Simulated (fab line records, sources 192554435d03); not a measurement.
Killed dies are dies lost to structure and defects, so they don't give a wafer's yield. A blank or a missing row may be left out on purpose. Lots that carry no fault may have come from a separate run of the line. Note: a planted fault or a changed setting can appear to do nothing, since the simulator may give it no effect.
Matching of chambers + flow n5Finfet + N5_BEOL_M9_ETCH_65 on rieDiel-01: 4 sister chambers
The step etches SiARC in CF4, target depth 15.6 nm, time 26 s. 14 wafers are shown with their chamber, then 7 later ones without.

WAFERS, EACH WITH ITS CHAMBER
| wafer  | chamber | showerheadPlenumPTorr (Torr) | throttleValvePct (%) | rfVppV (V) |
|--------|---------|------------------------------|----------------------|------------|
| L674.1 | 3       | 2.03                         | 15.76                | 181.7      |
| L674.2 | 1       | 2.12                         | 15.93                | 183.6      |
| L674.6 | 0       | 2.13                         | 15.94                | 184.8      |
| L677.2 | 2       | 2.20                         | 16.06                | 184.9      |
| L677.3 | 3       | 2.03                         | 15.78                | 182.0      |
| L677.5 | 3       | 2.03                         | 15.78                | 181.4      |
| L679.2 | 1       | 2.12                         | 15.93                | 184.8      |
| L679.3 | 2       | 2.20                         | 16.07                | 185.4      |
| L679.6 | 1       | 2.12                         | 15.91                | 183.3      |
| L681.1 | 0       | 2.12                         | 15.97                | 184.5      |
| L681.2 | 1       | 2.11                         | 15.95                | 182.2      |
| L681.6 | 2       | 2.20                         | 16.09                | 185.3      |
| L686.4 | 2       | 2.19                         | 16.13                | 186.0      |
| L686.5 | 0       | 2.12                         | 15.97                | 184.1      |

SIGNATURES, as means of the wafers listed above
| reading               | chamber 0 | chamber 1 | chamber 2 | chamber 3 | scatter within a chamber |
|-----------------------|-----------|-----------|-----------|-----------|--------------------------|
| showerheadPlenumPTorr | 2.1233    | 2.1175    | 2.1975    | 2.0300    | 0.00465                  |
| throttleValvePct      | 15.9600   | 15.9300   | 16.0875   | 15.7733   | 0.0213                   |
| rfVppV                | 184.467   | 183.475   | 185.400   | 181.700   | 0.669                    |
Rule: for a wafer and a chamber, the distance is found by dividing, reading by reading, the gap between the wafer's reading and the chamber's mean by the reading's scatter, squaring, summing and taking the root. If the next closest chamber is less than 2 further off than the closest, the wafer can't be placed; otherwise it belongs to the closest. How the scatter is found: for the shown wafers, subtract from each reading the mean of its chamber, square and add these, divide the total by (wafers less chambers), then take the root.

WAFERS WHOSE CHAMBER IS MISSING
| wafer  | showerheadPlenumPTorr (Torr) | throttleValvePct (%) | rfVppV (V) |
|--------|------------------------------|----------------------|------------|
| L686.6 | 2.11                         | 15.98                | 183.7      |
| L690.3 | 2.03                         | 15.80                | 184.8      |
| L690.5 | 2.19                         | 16.14                | 184.3      |
| L690.6 | 2.12                         | 15.99                | 184.3      |
| L691.1 | 2.12                         | 15.98                | 184.8      |
| L691.5 | 2.12                         | 15.99                | 184.1      |
| L691.6 | 2.03                         | 15.80                | 182.4      |

WHICH CHAMBER EACH WENT THROUGH
| wafer  | from the rows above     | in truth |
|--------|-------------------------|----------|
| L686.6 | can't be placed: 1 or 0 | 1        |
| L690.3 | 3                       | 3        |
| L690.5 | 2                       | 2        |
| L690.6 | can't be placed: 0 or 1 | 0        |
| L691.1 | can't be placed: 0 or 1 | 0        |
| L691.5 | can't be placed: 0 or 1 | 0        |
| L691.6 | 3                       | 3        |
Correctly placed: 3 of 7. Not placeable from these rows: 4 (in 4, the candidates include the true chamber). Wrongly placed: 0.
